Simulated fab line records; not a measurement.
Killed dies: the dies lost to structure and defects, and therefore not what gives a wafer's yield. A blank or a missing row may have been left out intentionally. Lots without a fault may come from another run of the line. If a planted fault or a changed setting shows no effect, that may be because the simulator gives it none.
fab line records	flow n5-finfet
record lots=24	wafers=72	last-day=18
route steps=1938 shown BEOL_M3@947 BEOL_M4@1036
lots that met no fault: taken from a fault-free run of the same line
start-h: the number of hours between the record's first day and the start of the first shown wafer of the lot	wait-h: time in hours since the lot's previous step	" the same as in the row above	L1.1+2: one row covering several wafers at once	- no value, or no start given	* or withheld: withheld	< > ~ a bound
route shown NAME@n: names a module that has steps shown in the file, with the first one's number in the route	usual: average and standard deviation across the fault-free wafers	same: alike in all rows	chamber/n: place in a boat	sites: each site's reading	_std_site: how widely they spread, as a standard deviation	_edge_site: the outer-site mean with the inner-site mean subtracted	radius-mm: for every site, how far away it sits from the centre of the wafer	mask NAME#n: copy n	behind: tool/chamber where the wafer was last shaped	hold: why the lot was held/for how many hours/how that ended	device: names the non-switching transistor (n, p or np)	end of line: tests of these same wafers at the route's end	where a step has no rows: the recipe by itself	killed: count of dies lost to structure and defects at first sort (not the wafer's yield)	map: per-die view of a wafer (x killed, . not killed, _ where there is no die)
set.NAME: the setting that was run; set.NAME@STEP: the one run at that earlier step	model.NAME: the simulator's own value behind a step, which no gauge read
route steps across a sampled set of lots; one table per step, one row per wafer
services: from which hour (start-h, from the record's first day; less than 0 if before it) a tool's chamber was out of use, for how many hours, and why
## steps
# step N5_BEOL_M3_DESCUM_16
# recipe chemistry=O2	time-s=7	source-power-w=50	bias-power-w=20	pressure-mtorr=20	rf-frequency-hz=2.712e+07	temp-c=40	resist=CAR-EUV	o2-flow-sccm=225
# usual chamber-pressure-mTorr=20.000/0.017	drypump-motor-current-A=5.7/0.43	oes-product-au=0.76/0.092	rf-vpp-V=243.2/1.2	showerhead-plenum-p-Torr=2.09/0.07	throttle-valve-pct=20.44/0.24
lot.wafer	tool	chamber	start-h	wait-h	chamber-pressure-mTorr	drypump-motor-current-A	oes-product-au	rf-hours-counter-h	rf-vpp-V	showerhead-plenum-p-Torr	throttle-valve-pct
L074.4	rie-diel-06	3	144.53	0.0	19.995	5.5	0.91	22	244.0	2.13	20.14
L074.5	"	2	"	"	19.979	5.2	0.73	-	245.2	2.16	20.60
L074.6	"	3	"	"	19.994	5.5	0.92	-	243.4	2.13	20.12
L075.1	rie-diel-02	2	149.29	0.0	20.017	5.7	0.73	180	244.2	2.17	20.54
L075.2	"	3	"	"	20.022	6.4	0.68	213	243.0	2.08	20.51
L075.6	"	0	"	"	20.013	5.9	0.68	-	240.4	1.97	20.81
L076.3	rie-diel-01	1	149.56	0.1	20.006	6.4	0.90	26	242.6	2.05	20.25
L076.4	"	2	"	"	20.007	5.6	0.73	174	243.3	2.06	20.01
L076.5	"	0	"	"	19.991	5.4	0.81	-	244.3	2.13	20.79
L077.2	rie-diel-06	2	158.12	0.0	20.040	5.2	0.72	183	243.7	2.16	20.63
L077.3	"	3	"	"	19.991	5.5	0.90	26	243.3	2.13	20.13
L077.6	"	2	"	"	20.000	5.2	0.72	-	245.2	2.16	20.61
L078.1	rie-diel-06	1	173.34	0.7	20.004	5.5	0.67	237	242.3	2.07	20.42
L078.3	"	3	"	"	20.005	5.5	0.90	31	243.2	2.13	20.14
L078.6	"	0	"	"	19.980	5.9	0.69	-	242.9	2.07	20.59
L079.3	rie-diel-02	1	179.74	0.9	19.986	5.2	0.77	160	243.2	2.01	20.14
L079.4	"	2	"	"	20.022	5.8	0.72	190	244.6	2.17	20.57
L079.6	"	2	"	"	20.004	5.8	0.73	-	243.4	2.17	20.56
L080.1	rie-diel-06	2	186.19	0.3	19.966	5.2	0.72	192	244.3	2.16	20.62
L080.4	"	2	"	"	19.979	5.2	0.72	-	243.3	2.16	20.63
L080.5	"	3	"	"	20.015	5.5	0.89	-	243.6	2.13	20.14
L081.1	rie-diel-02	2	194.47	0.0	19.995	5.8	0.71	196	245.1	2.17	20.57
L081.3	"	3	"	"	20.015	6.4	0.66	228	242.2	2.07	20.56
L081.5	"	3	"	"	19.996	6.4	0.67	-	243.2	2.07	20.56
L082.1	rie-diel-01	0	201.79	0.0	19.994	5.3	0.80	89	242.6	2.13	20.79
L082.2	"	2	"	"	20.012	5.6	0.72	187	242.3	2.06	20.04
L082.3	"	3	"	"	19.986	5.9	0.82	107	243.1	2.21	20.46
L083.2	rie-diel-02	0	201.99	0.0	20.005	5.9	0.67	241	241.3	1.96	20.86
L083.3	"	3	"	"	19.974	6.4	0.66	230	242.1	2.07	20.57
L083.5	"	2	"	"	20.002	5.8	0.70	-	242.8	2.17	20.57
L084.1	rie-diel-01	2	211.63	0.0	20.023	5.6	0.71	190	243.7	2.06	20.03
L084.3	"	1	"	"	20.000	6.5	0.87	43	243.7	2.04	20.26
L084.6	"	1	"	"	20.021	6.5	0.86	-	241.1	2.04	20.27
L085.3	rie-diel-06	2	217.46	0.0	19.996	5.2	0.70	204	244.8	2.15	20.65
L085.4	"	0	"	"	20.008	5.9	0.95	-	243.1	2.07	20.37
L085.6	"	3	"	"	20.021	5.5	0.86	-	243.3	2.12	20.18
L086.1	rie-diel-02	3	220.08	0.0	20.013	6.4	0.66	237	243.2	2.07	20.57
L086.4	"	2	"	"	20.008	5.8	0.71	203	245.4	2.17	20.59
L086.5	"	3	"	"	19.991	6.4	0.66	-	243.4	2.07	20.55
L087.2	rie-diel-01	1	230.28	0.2	19.984	6.5	0.85	48	243.1	2.04	20.28
L087.5	"	0	"	"	20.009	5.4	0.78	-	244.2	2.13	20.80
L087.6	"	1	"	"	19.986	6.4	0.85	-	242.9	2.04	20.28
L088.3	rie-diel-02	2	230.57	0.3	19.996	5.8	0.71	206	243.0	2.16	20.61
L088.4	"	1	"	"	19.974	5.2	0.75	-	242.8	2.00	20.15
L088.6	"	2	"	"	19.989	5.8	0.70	-	244.1	2.16	20.58
L089.3	rie-diel-01	1	240.21	0.3	20.006	6.4	0.85	52	242.3	2.04	20.28
L089.4	"	0	"	"	19.990	5.3	0.78	101	241.9	2.13	20.81
L089.6	"	0	"	"	19.972	5.3	0.78	-	244.4	2.13	20.80
L090.2	rie-diel-01	0	244.77	0.0	20.021	5.4	0.77	102	244.1	2.13	20.83
L090.4	"	2	"	"	20.013	5.6	0.70	200	242.5	2.06	20.06
L090.6	"	2	"	"	19.978	5.6	0.70	-	244.9	2.06	20.06
L091.1	rie-diel-02	3	247.58	0.0	20.003	6.4	0.66	248	244.1	2.07	20.59
L091.3	"	1	"	"	19.998	5.2	0.75	184	241.2	2.00	20.18
L091.6	"	2	"	"	20.015	5.8	0.70	-	245.0	2.16	20.59
L093.1	rie-diel-02	1	248.83	0.0	20.035	5.2	0.75	185	242.8	2.00	20.18
L093.2	"	2	"	"	20.008	5.8	0.69	215	243.4	2.16	20.61
L093.5	"	3	"	"	19.987	6.4	0.65	-	241.9	2.07	20.58
L092.2	rie-diel-06	2	250.23	0.0	20.029	5.2	0.70	215	246.4	2.15	20.66
L092.4	"	1	"	"	19.975	5.5	0.95	7	243.3	2.07	20.08
L092.6	"	2	"	"	19.998	5.2	0.70	-	244.8	2.15	20.67
L094.1	rie-diel-02	1	278.17	0.0	20.002	5.1	0.73	195	242.7	2.00	20.17
L094.2	"	2	"	"	20.000	5.8	0.68	225	244.9	2.16	20.61
L094.6	"	1	"	"	20.001	5.2	0.72	-	243.3	2.00	20.19
L095.1	rie-diel-02	0	283.04	0.0	20.028	5.9	0.92	12	244.8	2.22	20.60
L095.3	"	1	"	"	19.995	5.2	0.73	198	240.1	2.00	20.19
L095.5	"	0	"	"	19.981	5.9	0.91	-	245.1	2.22	20.59
L097.2	rie-diel-02	2	286.98	0.0	20.023	5.8	0.68	229	242.4	2.16	20.62
L097.4	"	1	"	"	20.018	5.2	0.73	199	242.9	2.00	20.19
L097.6	"	0	"	"	19.993	5.9	0.92	-	245.5	2.22	20.59
L096.1	rie-diel-02	0	289.04	0.0	20.003	6.0	0.92	14	244.8	2.22	20.61
L096.2	"	2	"	"	20.024	5.8	0.69	230	244.0	2.16	20.62
L096.3	"	1	"	"	19.983	5.2	0.72	200	241.1	2.00	20.19
# step N5_BEOL_M3_DEGAS_44
# recipe ambient=vacuum	temp-c=250	time-s=60
# usual heater-power-w=330/43	susceptor-temp-C=249.97/0.19
lot.wafer	tool	chamber	start-h	wait-h	heater-power-w	susceptor-temp-C
L074.4	pvd-sputter-01	-	149.62	0.4	294	249.98
L074.5	"	-	"	"	335	249.91
L074.6	"	-	"	"	292	250.00
L075.1	pvd-sputter-01	-	152.42	0.7	344	250.35
L075.2	"	-	"	"	299	250.00
L075.6	"	-	"	"	351	250.03
L076.3	pvd-sputter-02	-	156.77	0.3	344	250.21
L076.4	"	-	"	"	345	250.07
L076.5	"	-	"	"	243	249.93
L077.2	pvd-sputter-02	-	167.98	0.1	339	250.11
L077.3	"	-	"	"	431	250.00
L077.6	"	-	"	"	342	249.95
L078.1	pvd-sputter-03	-	177.62	0.4	308	250.15
L078.3	"	-	"	"	288	249.74
L078.6	"	-	"	"	309	249.87
L079.3	pvd-sputter-02	-	189.12	0.3	433	250.18
L079.4	"	-	"	"	333	249.94
L079.6	"	-	"	"	242	249.60
L080.1	pvd-sputter-01	-	197.90	0.4	301	250.16
L080.4	"	-	"	"	335	250.24
L080.5	"	-	"	"	342	249.72
L081.1	pvd-sputter-03	-	198.28	0.3	330	249.84
L081.3	"	-	"	"	325	249.85
L081.5	"	-	"	"	287	250.23
L082.1	pvd-sputter-03	-	204.00	0.0	317	249.96
L082.2	"	-	"	"	326	250.15
L082.3	"	-	"	"	286	249.96
L083.2	pvd-sputter-02	-	204.09	0.1	428	250.02
L083.3	"	-	"	"	344	250.13
L083.5	"	-	"	"	424	250.06
L084.1	pvd-sputter-03	-	216.24	0.3	324	249.88
L084.3	"	-	"	"	314	249.91
L084.6	"	-	"	"	309	249.78
L085.3	pvd-sputter-01	-	221.24	0.1	347	249.85
L085.4	"	-	"	"	344	249.87
L085.6	"	-	"	"	296	249.64
L086.1	pvd-sputter-01	-	229.43	0.5	322	249.65
L086.4	"	-	"	"	299	250.34
L086.5	"	-	"	"	346	249.98
L087.2	pvd-sputter-01	-	236.51	0.7	333	250.17
L087.5	"	-	"	"	342	250.00
L087.6	"	-	"	"	305	249.71
L088.3	pvd-sputter-02	-	236.90	0.9	420	249.77
L088.4	"	-	"	"	338	250.04
L088.6	"	-	"	"	349	250.21
L089.3	pvd-sputter-01	-	249.21	0.4	294	250.02
L089.4	"	-	"	"	341	249.79
L089.6	"	-	"	"	332	249.92
L090.2	pvd-sputter-02	-	254.34	0.2	339	250.31
L090.4	"	-	"	"	422	250.28
L090.6	"	-	"	"	340	249.95
L093.1	pvd-sputter-01	-	258.07	0.0	348	250.02
L093.2	"	-	"	"	320	250.21
L093.5	"	-	"	"	296	249.83
L091.1	pvd-sputter-03	-	258.07	0.0	312	249.98
L091.3	"	-	"	"	324	250.11
L091.6	"	-	"	"	325	249.82
L092.2	pvd-sputter-01	-	263.03	0.3	339	250.01
L092.4	"	-	"	"	324	250.13
L092.6	"	-	"	"	346	249.53
L094.1	pvd-sputter-03	-	292.85	0.2	315	249.98
L094.2	"	-	"	"	320	249.99
L094.6	"	-	"	"	292	249.93
L095.1	pvd-sputter-01	-	296.18	0.5	325	250.22
L095.3	"	-	"	"	346	249.86
L095.5	"	-	"	"	320	250.21
L096.1	pvd-sputter-01	-	296.72	0.6	311	250.10
L096.2	"	-	"	"	340	250.02
L096.3	"	-	"	"	323	250.22
L097.2	pvd-sputter-03	-	299.14	0.3	303	250.21
L097.4	"	-	"	"	324	249.81
L097.6	"	-	"	"	308	249.70
# step N5_BEOL_M3_SPUTTER_88
# recipe material=Cu	target-thk-a=45	temp-c=-20	chamber-pressure-pa=0.07	power-w=withheld	time-s=8.29
# usual susceptor-temp-C=-20.00/0.1	throttle-valve-pct=30.0/1.1
lot.wafer	tool	chamber	start-h	wait-h	susceptor-temp-C	throttle-valve-pct
L074.4	pvd-sputter-01	-	151.08	0.1	-20.01	29.6
L074.5	"	-	"	"	-19.98	28.4
L074.6	"	-	"	"	-20.00	30.6
L075.1	pvd-sputter-01	-	153.90	0.1	-19.93	28.4
L075.2	"	-	"	"	-19.97	30.2
L075.6	"	-	"	"	-20.00	28.5
L076.3	pvd-sputter-03	-	158.69	0.1	-20.08	30.3
L076.4	"	-	"	"	-20.06	30.4
L076.5	"	-	"	"	-20.06	30.2
L077.2	pvd-sputter-03	-	171.13	0.1	-20.04	29.4
L077.3	"	-	"	"	-20.03	32.8
L077.6	"	-	"	"	-20.10	29.9
L078.1	pvd-sputter-01	-	179.17	0.1	-19.82	29.8
L078.3	"	-	"	"	-19.94	28.6
L078.6	"	-	"	"	-19.91	28.6
L079.3	pvd-sputter-03	-	190.73	0.1	-20.04	30.4
L079.4	"	-	"	"	-20.05	29.9
L079.6	"	-	"	"	-20.01	32.3
L080.1	pvd-sputter-01	-	199.34	0.1	-19.79	28.7
L080.4	"	-	"	"	-19.96	29.8
L080.5	"	-	"	"	-19.96	28.4
L081.1	pvd-sputter-01	-	201.70	0.1	-19.95	30.6
L081.3	"	-	"	"	-19.88	28.4
L081.5	"	-	"	"	-20.18	30.3
L082.1	pvd-sputter-01	-	205.46	0.1	-20.15	28.7
L082.2	"	-	"	"	-20.06	28.4
L082.3	"	-	"	"	-19.95	29.5
L083.2	pvd-sputter-03	-	206.88	0.1	-20.19	30.5
L083.3	"	-	"	"	-19.89	29.5
L083.5	"	-	"	"	-20.22	30.2
L084.1	pvd-sputter-02	-	217.93	0.1	-20.02	30.2
L084.3	"	-	"	"	-19.95	31.5
L084.6	"	-	"	"	-20.00	31.1
L085.3	pvd-sputter-02	-	223.13	0.1	-19.84	30.7
L085.4	"	-	"	"	-19.98	30.3
L085.6	"	-	"	"	-20.03	30.0
L086.1	pvd-sputter-01	-	231.41	0.1	-19.84	29.5
L086.4	"	-	"	"	-20.05	28.6
L086.5	"	-	"	"	-20.02	28.5
L087.2	pvd-sputter-02	-	237.98	0.1	-20.11	30.2
L087.5	"	-	"	"	-19.90	30.5
L087.6	"	-	"	"	-20.06	30.7
L088.3	pvd-sputter-01	-	238.51	0.1	-20.11	28.5
L088.4	"	-	"	"	-19.65	29.6
L088.6	"	-	"	"	-19.83	28.8
L089.3	pvd-sputter-03	-	251.24	0.1	-19.81	32.5
L089.4	"	-	"	"	-20.06	30.0
L089.6	"	-	"	"	-20.01	30.3
L090.2	pvd-sputter-03	-	256.36	0.1	-19.93	29.8
L090.4	"	-	"	"	-19.88	30.7
L090.6	"	-	"	"	-19.92	32.3
L091.1	pvd-sputter-01	-	260.17	0.1	-19.96	30.2
L091.3	"	-	"	"	-20.06	28.5
L091.6	"	-	"	"	-19.84	28.5
L093.1	pvd-sputter-02	-	260.20	0.1	-20.08	29.8
L093.2	"	-	"	"	-20.04	29.9
L093.5	"	-	"	"	-20.10	30.1
L092.2	pvd-sputter-02	-	264.80	0.1	-20.32	30.1
L092.4	"	-	"	"	-20.07	29.8
L092.6	"	-	"	"	-20.09	30.6
L094.1	pvd-sputter-03	-	294.36	0.1	-20.11	30.4
L094.2	"	-	"	"	-19.94	29.5
L094.6	"	-	"	"	-19.94	31.9
L095.1	pvd-sputter-03	-	297.80	0.1	-20.20	30.5
L095.3	"	-	"	"	-19.89	29.7
L095.5	"	-	"	"	-19.99	32.2
L096.1	pvd-sputter-01	-	298.50	0.1	-19.97	28.5
L096.2	"	-	"	"	-19.97	29.5
L096.3	"	-	"	"	-20.08	28.3
L097.2	pvd-sputter-02	-	300.76	0.1	-19.80	30.3
L097.4	"	-	"	"	-19.94	29.6
L097.6	"	-	"	"	-20.17	30.6
# step N5_BEOL_M3_ANNEAL_95
# recipe temp-c=400	time-s=240	ambient=vacuum
# usual heater-power-w=827/110	susceptor-temp-C=399.97/0.21
lot.wafer	tool	chamber	start-h	wait-h	heater-power-w	susceptor-temp-C
L074.4	pvd-sputter-01	-	151.82	0.0	871	400.04
L074.5	"	-	"	"	804	399.51
L074.6	"	-	"	"	730	400.15
L075.1	pvd-sputter-01	-	154.64	0.0	861	400.12
L075.2	"	-	"	"	752	399.87
L075.6	"	-	"	"	865	400.09
L076.3	pvd-sputter-03	-	167.32	0.0	775	399.98
L076.4	"	-	"	"	827	400.37
L076.5	"	-	"	"	804	399.96
L077.2	pvd-sputter-03	-	171.87	0.0	722	400.02
L077.3	"	-	"	"	790	399.48
L077.6	"	-	"	"	735	400.00
L078.1	pvd-sputter-01	-	179.91	0.0	873	400.06
L078.3	"	-	"	"	870	399.63
L078.6	"	-	"	"	818	399.98
L079.3	pvd-sputter-03	-	191.47	0.0	824	399.93
L079.4	"	-	"	"	729	399.69
L079.6	"	-	"	"	819	400.36
L080.1	pvd-sputter-01	-	200.08	0.0	842	399.91
L080.4	"	-	"	"	747	400.02
L080.5	"	-	"	"	802	399.82
L081.1	pvd-sputter-01	-	202.44	0.0	747	399.68
L081.3	"	-	"	"	851	399.85
L081.5	"	-	"	"	770	399.77
L082.1	pvd-sputter-01	-	206.20	0.0	839	400.17
L082.2	"	-	"	"	811	400.06
L082.3	"	-	"	"	858	399.85
L083.2	pvd-sputter-03	-	207.62	0.0	768	400.10
L083.3	"	-	"	"	719	400.30
L083.5	"	-	"	"	783	400.06
L084.1	pvd-sputter-02	-	218.67	0.0	1054	399.60
L084.3	"	-	"	"	1036	399.82
L084.6	"	-	"	"	1071	400.09
L085.3	pvd-sputter-02	-	223.87	0.0	602	400.10
L085.4	"	-	"	"	1083	399.62
L085.6	"	-	"	"	1041	399.92
L086.1	pvd-sputter-01	-	232.15	0.0	892	399.72
L086.4	"	-	"	"	801	400.35
L086.5	"	-	"	"	791	400.21
L087.2	pvd-sputter-02	-	238.72	0.0	852	400.11
L087.5	"	-	"	"	1071	399.93
L087.6	"	-	"	"	617	399.80
L088.3	pvd-sputter-01	-	239.25	0.0	853	399.84
L088.4	"	-	"	"	867	399.90
L088.6	"	-	"	"	847	400.09
L089.3	pvd-sputter-03	-	251.98	0.0	822	399.67
L089.4	"	-	"	"	719	399.94
L089.6	"	-	"	"	804	399.92
L090.2	pvd-sputter-03	-	257.11	0.0	728	399.78
L090.4	"	-	"	"	774	400.28
L090.6	"	-	"	"	806	399.66
L091.1	pvd-sputter-01	-	260.91	0.0	759	399.78
L091.3	"	-	"	"	864	400.15
L091.6	"	-	"	"	804	400.05
L093.1	pvd-sputter-02	-	260.98	0.0	843	400.09
L093.2	"	-	"	"	1051	400.05
L093.5	"	-	"	"	1070	399.92
L092.2	pvd-sputter-02	-	265.54	0.0	1043	399.93
L092.4	"	-	"	"	853	400.20
L092.6	"	-	"	"	620	399.92
L094.1	pvd-sputter-03	-	295.10	0.0	802	400.03
L094.2	"	-	"	"	716	399.88
L094.6	"	-	"	"	801	400.10
L095.1	pvd-sputter-03	-	298.54	0.0	782	400.01
L095.3	"	-	"	"	722	399.86
L095.5	"	-	"	"	807	400.28
L096.1	pvd-sputter-01	-	299.24	0.0	813	399.66
L096.2	"	-	"	"	865	400.00
L096.3	"	-	"	"	855	400.05
L097.2	pvd-sputter-02	-	301.50	0.0	1051	400.03
L097.4	"	-	"	"	840	400.24
L097.6	"	-	"	"	622	400.34
# step N5_BEOL_M4_INSPECT_13
# recipe mode=adi	inspect-instrument=brightfield
# usual raw-defect-count=442/110
lot.wafer	tool	chamber	start-h	wait-h	raw-defect-count
L074.4	defect-inspect-02	-	154.33	0.0	573
L074.5	"	-	"	"	504
L074.6	"	-	"	"	412
L075.1	defect-inspect-01	-	157.07	0.1	370
L075.2	"	-	"	"	329
L075.6	"	-	"	"	453
L076.3	defect-inspect-01	-	171.76	0.0	548
L076.4	"	-	"	"	447
L076.5	"	-	"	"	478
L077.2	defect-inspect-01	-	175.77	0.0	474
L077.3	"	-	"	"	457
L077.6	"	-	"	"	418
L078.1	defect-inspect-01	-	182.19	0.1	406
L078.3	"	-	"	"	464
L078.6	"	-	"	"	390
L079.3	defect-inspect-01	-	194.54	0.0	509
L079.4	"	-	"	"	422
L079.6	"	-	"	"	480
L080.1	defect-inspect-02	-	202.66	0.1	335
L080.4	"	-	"	"	260
L080.5	"	-	"	"	263
L081.1	defect-inspect-02	-	204.46	0.1	540
L081.3	"	-	"	"	584
L081.5	"	-	"	"	659
L082.1	defect-inspect-01	-	208.87	0.1	422
L082.2	"	-	"	"	309
L082.3	"	-	"	"	459
L083.2	defect-inspect-02	-	209.66	0.0	359
L083.3	"	-	"	"	458
L083.5	"	-	"	"	420
L084.1	defect-inspect-02	-	221.34	0.1	460
L084.3	"	-	"	"	629
L084.6	"	-	"	"	611
L085.3	defect-inspect-01	-	226.31	0.0	575
L085.4	"	-	"	"	381
L085.6	"	-	"	"	383
L086.1	defect-inspect-02	-	235.42	0.1	520
L086.4	"	-	"	"	354
L086.5	"	-	"	"	326
L087.2	defect-inspect-01	-	240.74	0.0	541
L087.5	"	-	"	"	479
L087.6	"	-	"	"	592
L088.3	defect-inspect-02	-	243.36	0.0	478
L088.4	"	-	"	"	431
L088.6	"	-	"	"	422
L089.3	defect-inspect-02	-	254.62	0.0	333
L089.4	"	-	"	"	294
L089.6	"	-	"	"	398
L090.2	defect-inspect-02	-	261.92	0.0	351
L090.4	"	-	"	"	387
L090.6	"	-	"	"	419
L093.1	defect-inspect-01	-	263.32	0.1	442
L093.2	"	-	"	"	427
L093.5	"	-	"	"	584
L091.1	defect-inspect-01	-	263.41	0.1	642
L091.3	"	-	"	"	383
L091.6	"	-	"	"	531
L092.2	defect-inspect-02	-	269.92	0.0	333
L092.4	"	-	"	"	318
L092.6	"	-	"	"	388
L094.1	defect-inspect-02	-	299.37	0.1	307
L094.2	"	-	"	"	333
L094.6	"	-	"	"	444
L095.1	defect-inspect-02	-	302.15	0.1	410
L095.3	"	-	"	"	379
L095.5	"	-	"	"	469
L096.1	defect-inspect-02	-	302.29	0.1	458
L096.2	"	-	"	"	431
L096.3	"	-	"	"	640
L097.2	defect-inspect-02	-	305.57	0.0	603
L097.4	"	-	"	"	448
L097.6	"	-	"	"	414
# step N5_BEOL_M4_STRIP_19
# recipe chemistry=O2	power-w=400	temp-c=40	pressure-mtorr=30	rf-frequency-hz=6e+07	bias-power-w=0	overash-fraction=0.2	o2-flow-sccm=225
# usual chamber-pressure-mTorr=30.00/0.035	drypump-motor-current-A=5.8/0.45	oes-product-au=0.78/0.095	rf-vpp-V=3.7/0.51	showerhead-plenum-p-Torr=2.11/0.081	throttle-valve-pct=16.63/0.27
lot.wafer	tool	chamber	start-h	wait-h	chamber-pressure-mTorr	drypump-motor-current-A	oes-product-au	rf-hours-counter-h	rf-vpp-V	showerhead-plenum-p-Torr	throttle-valve-pct
L074.4	rie-diel-04	2	154.88	0.2	30.01	5.5	0.72	172	4.2	2.02	16.78
L074.5	"	0	"	"	30.00	6.4	0.71	-	3.4	2.15	17.25
L074.6	"	3	"	"	30.04	5.7	0.68	-	4.2	2.17	16.99
L075.1	rie-diel-04	2	157.53	0.1	29.99	5.4	0.73	174	3.5	2.02	16.76
L075.2	"	3	"	"	30.01	5.7	0.69	243	4.1	2.17	16.98
L075.6	"	3	"	"	29.98	5.7	0.69	-	2.5	2.17	16.98
L076.3	rie-diel-03	0	172.57	0.1	29.97	5.8	0.69	211	3.8	2.18	16.47
L076.4	"	1	"	"	29.98	5.8	0.86	27	2.9	2.13	16.58
L076.5	"	2	"	"	30.02	5.8	0.68	-	3.8	1.98	16.59
L077.2	rie-diel-04	0	176.22	0.1	29.98	6.4	0.71	238	3.7	2.15	17.26
L077.3	"	3	"	"	29.99	5.7	0.68	250	5.0	2.17	16.99
L077.6	"	2	"	"	30.07	5.4	0.72	-	3.9	2.02	16.78
L078.1	rie-diel-04	2	182.59	0.1	30.02	5.5	0.72	182	3.9	2.02	16.78
L078.3	"	1	"	"	30.00	6.1	0.85	62	3.1	2.12	16.37
L078.6	"	0	"	"	29.98	6.4	0.71	-	4.3	2.15	17.24
L079.3	rie-diel-05	1	195.10	0.1	30.04	5.6	0.70	212	3.6	1.97	16.60
L079.4	"	3	"	"	30.02	5.7	0.69	222	3.4	2.09	16.78
L079.6	"	2	"	"	30.02	5.1	0.90	-	3.9	2.21	16.11
L080.1	rie-diel-05	2	203.27	0.2	30.00	5.1	0.89	28	4.6	2.21	16.12
L080.4	"	3	"	"	29.97	5.7	0.69	225	3.8	2.09	16.79
L080.5	"	3	"	"	29.99	5.7	0.69	-	4.0	2.09	16.80
L081.1	rie-diel-03	1	204.86	0.1	30.00	5.8	0.86	40	3.6	2.12	16.62
L081.3	"	0	"	"	29.98	5.8	0.69	223	4.5	2.17	16.48
L081.5	"	2	"	"	30.03	5.9	0.67	-	4.0	1.97	16.63
L082.1	rie-diel-04	1	209.48	0.2	29.98	6.1	0.84	73	3.5	2.11	16.42
L082.2	"	2	"	"	29.97	5.5	0.72	193	3.0	2.02	16.79
L082.3	"	3	"	"	30.03	5.7	0.95	5	4.6	2.16	16.56
L083.2	rie-diel-04	3	210.28	0.1	30.00	5.7	0.94	5	4.2	2.16	16.57
L083.3	"	1	"	"	29.96	6.1	0.83	74	4.2	2.11	16.44
L083.5	"	3	"	"	30.01	5.7	0.94	-	3.8	2.16	16.57
L084.1	rie-diel-05	2	221.74	0.1	30.00	5.1	0.88	33	3.9	2.20	16.14
L084.3	"	3	"	"	29.97	5.7	0.68	231	3.3	2.09	16.80
L084.6	"	1	"	"	29.95	5.6	0.69	-	3.1	1.97	16.60
L085.3	rie-diel-05	1	226.79	0.1	30.04	5.6	0.70	223	3.4	1.97	16.63
L085.4	"	3	"	"	30.01	5.7	0.69	232	3.6	2.08	16.80
L085.6	"	0	"	"	30.01	6.6	0.81	-	3.7	2.19	16.69
L086.1	rie-diel-04	3	236.11	0.1	30.04	5.7	0.91	16	4.2	2.16	16.59
L086.4	"	2	"	"	29.96	5.5	0.70	204	3.7	2.01	16.81
L086.5	"	2	"	"	30.02	5.5	0.71	-	3.4	2.01	16.82
L087.2	rie-diel-04	2	241.33	0.1	30.03	5.5	0.69	207	2.9	2.01	16.81
L087.5	"	0	"	"	30.00	6.4	0.95	-	2.9	2.14	16.84
L087.6	"	2	"	"	29.97	5.4	0.69	-	3.7	2.01	16.83
L088.3	rie-diel-03	0	243.92	0.2	29.96	5.8	0.68	240	3.6	2.17	16.50
L088.4	"	2	"	"	30.02	5.8	0.97	3	3.4	2.23	16.21
L088.6	"	1	"	"	29.99	5.8	0.82	-	2.6	2.11	16.65
L089.3	rie-diel-05	3	255.02	0.1	30.01	5.7	0.68	242	3.8	2.08	16.82
L089.4	"	0	"	"	30.03	6.6	0.78	133	3.4	2.18	16.73
L089.6	"	2	"	"	30.01	5.1	0.86	-	3.3	2.20	16.17
L090.2	rie-diel-05	0	262.34	0.1	30.01	6.6	0.78	136	4.1	2.18	16.72
L090.4	"	3	"	"	30.02	5.7	0.68	244	4.1	2.08	16.80
L090.6	"	2	"	"	29.98	5.1	0.86	-	3.9	2.20	16.17
L093.1	rie-diel-05	0	263.82	0.2	30.00	6.6	0.78	136	3.5	2.18	16.72
L093.2	"	1	"	"	30.01	5.6	0.68	239	2.5	1.96	16.64
L093.5	"	0	"	"	29.93	6.6	0.78	-	3.4	2.18	16.73
L091.1	rie-diel-03	0	264.04	0.2	29.99	5.8	0.67	249	3.2	2.16	16.53
L091.3	"	2	"	"	30.03	5.8	0.94	12	3.4	2.23	16.23
L091.6	"	0	"	"	29.99	5.8	0.68	-	4.1	2.16	16.53
L092.2	rie-diel-05	1	270.41	0.1	29.99	5.6	0.69	241	3.6	1.96	16.65
L092.4	"	0	"	"	29.99	6.6	0.78	138	3.8	2.18	16.73
L092.6	"	1	"	"	29.96	5.6	0.68	-	4.4	1.96	16.66
L094.1	rie-diel-05	2	300.05	0.1	30.00	5.1	0.83	63	4.4	2.19	16.20
L094.2	"	0	"	"	29.96	6.6	0.76	149	2.8	2.18	16.75
L094.6	"	2	"	"	29.99	5.1	0.83	-	4.0	2.19	16.19
L095.1	rie-diel-04	2	302.55	0.1	30.28	5.5	0.68	228	3.7	2.01	16.86
L095.3	"	3	"	"	29.97	5.7	0.88	35	4.1	2.15	16.61
L095.5	"	0	"	"	29.96	6.4	0.90	-	2.3	2.14	16.87
L096.1	rie-diel-05	0	302.79	0.1	29.98	6.6	0.77	151	3.9	2.18	16.74
L096.2	"	2	"	"	30.00	5.1	0.83	64	4.9	2.19	16.20
L096.3	"	1	"	"	29.99	5.6	0.67	254	3.7	1.96	16.66
L097.2	rie-diel-05	3	305.96	0.1	29.98	5.7	1.01	0	3.4	2.08	16.41
L097.4	"	3	"	"	30.01	5.7	1.01	-	3.6	2.08	16.41
L097.6	"	0	"	"	30.01	6.6	0.76	-	3.9	2.18	16.75
## services
tool	chamber	start-h	hours	kind
rie-diel-04	2	122.02	1.8	repair
rie-diel-06	2	162.47	4.1	repair
rie-diel-01	-	165.45	15.6	pm
rie-diel-05	0	166.50	3.8	repair
rie-diel-05	3	168.28	4.5	repair
rie-diel-03	3	197.84	8.7	repair
rie-diel-03	3	214.28	5.1	repair
rie-diel-02	0	230.12	-	clean
rie-diel-02	0	230.12	-	consumable-replace:focus-ring
rie-diel-02	0	230.12	-	consumable-replace:showerhead
rie-diel-02	0	230.12	22.2	scheduled-down
rie-diel-02	0	230.12	22.2	vent-cycle
rie-diel-03	3	248.74	6.3	repair
rie-diel-06	1	250.77	15.2	repair
rie-diel-04	3	251.44	4.5	repair
rie-diel-02	3	253.91	-	clean
rie-diel-02	3	253.91	-	consumable-replace:focus-ring
rie-diel-02	3	253.91	32.5	scheduled-down
rie-diel-02	3	253.91	32.5	vent-cycle
rie-diel-05	3	256.33	3.1	repair
rie-diel-03	2	262.22	1.6	repair
rie-diel-04	1	270.31	3.5	repair
rie-diel-05	3	283.27	-	clean
rie-diel-03	2	283.29	16.3	repair
## key
fault none
